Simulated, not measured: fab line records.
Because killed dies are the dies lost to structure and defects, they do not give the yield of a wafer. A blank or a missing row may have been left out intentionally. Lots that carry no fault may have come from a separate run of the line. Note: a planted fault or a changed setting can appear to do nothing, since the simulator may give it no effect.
Split-lot trial | flow n5-finfet | on a route of 1938 steps: 7 lots, 21 wafers read

SPLIT DETAILS
At N5_MIM_TOP_ETCH_PECVD_03 (deposits SiNx from SiH4/NH3/N2, target thk 20 nm, time 17.6 s), the setting time-s was moved away from the recipe's 17.6 s on 7 of the 21 wafers read, by -9.1% to +13.0%. This setting was run at the recipe's value on the other wafers.

The split's own step is where the reading is taken.

THE READING
SiNx_of_MIM_TOP_ETCH_PECVD_03.thk-nm (the simulator's own value, which no gauge read), in nm, at N5_MIM_TOP_ETCH_PECVD_03 (deposits SiNx from SiH4/NH3/N2, target thk 20 nm, time 17.6 s). The file gives no usual value for it. Here, 14 wafers ran the recipe; their average is 20.0 nm with a standard deviation of 0.29 nm.

wafer  | tool, chamber at the split | time-s as run, s | against the recipe | SiNx_of_MIM_TOP_ETCH_PECVD_03.thk-nm, nm | against lot-mates on the recipe
L076.2 | pecvd-01, 2                | 18.84            | +7.0%              | 21                                       | +1.0
L076.4 | pecvd-01, 1                | 17.6             | recipe             | 20                                       | -
L076.6 | pecvd-01, 2                | 18.84            | +7.0%              | 21.2                                     | +1.2
L075.2 | pecvd-03, 1                | 17.6             | recipe             | 19.6                                     | -
L075.5 | pecvd-03, 1                | 17.6             | recipe             | 20.2                                     | -
L075.6 | pecvd-03, 2                | 17.6             | recipe             | 19.8                                     | -
L084.3 | pecvd-01, 1                | 17.6             | recipe             | 19.6                                     | -
L084.4 | pecvd-01, 0                | 19.89            | +13.0%             | 22.6                                     | +2.8
L084.5 | pecvd-01, 1                | 17.6             | recipe             | 20                                       | -
L088.3 | pecvd-01, 0                | 17.6             | recipe             | 19.6                                     | -
L088.4 | pecvd-01, 2,0              | 15.99            | -9.1%              | 18.2                                     | -1.4
L088.5 | pecvd-01, 2,0              | 15.99            | -9.1%              | 18.2                                     | -1.4
L091.3 | pecvd-03, 1                | 16.09            | -8.6%              | 18.2                                     | -2.0
L091.5 | pecvd-03, 1                | 17.6             | recipe             | 20.2                                     | -
L091.6 | pecvd-03, 2                | 16.09            | -8.6%              | 18.4                                     | -1.8
L093.2 | pecvd-03, 0,1              | 17.6             | recipe             | 20                                       | -
L093.3 | pecvd-03, 0,1              | 17.6             | recipe             | 20                                       | -
L093.4 | pecvd-03, 1                | 17.6             | recipe             | 20.2                                     | -
L095.2 | pecvd-03, 2                | 17.6             | recipe             | 20.2                                     | -
L095.3 | pecvd-03, 0                | 17.6             | recipe             | 20.6                                     | -
L095.5 | pecvd-03, 0                | 17.6             | recipe             | 20.4                                     | -
The file does not say which wafer passed through which chamber wherever a row lists several chambers: such a row stands for several wafers.

FIT RESULTS
A straight line over all 21 wafers: SiNx_of_MIM_TOP_ETCH_PECVD_03.thk-nm changes by +0.191 nm for each +1% of time-s; r = +0.97; the points scatter about the line by 0.27 nm.
The same after taking each lot's own level away (the mean of its wafers on the recipe; 21 wafers): +0.189 nm for each +1%; r = +0.98; scatter 0.23 nm.
That fit puts the effect of the largest move of time-s on the reading at 2.5 nm.
The lots' own levels span 19.60 to 20.40 nm, that is 2.7 times the standard deviation above.
Hence the lot-to-lot level has little effect on the slope; both slopes agree.
Check: +2.26 nm against its lot-mates is what the line predicts for one of the wafers moved furthest among these (+13.0%) when that wafer is left out of the fit. Against them it came out at +2.8 nm.

THE OTHER SPLITS THESE WAFERS WENT THROUGH
Note: prior to the reading, these wafers also went through further splits. Each is held against what the fit with the lots' levels taken away leaves over:
other split on the same wafers    | wafers away from the commonest value | r with SiNx_of_MIM_TOP_ETCH_PECVD_03.thk-nm (lot level and that fit taken away)
N5_BEOL_M13_TRENCH_ETCH_34 time-s | 5                                    | +0.46
N5_BEOL_M15_EXPOSE_25 dose-mj     | 6                                    | +0.11
N5_BEOL_M15_PEB_26 peb-time-s     | 8                                    | +0.19

FILE'S OWN FIT
SiNx_of_MIM_TOP_ETCH_PECVD_03.thk-nm changes by +0.195 nm for each +1% of time-s, r = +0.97.
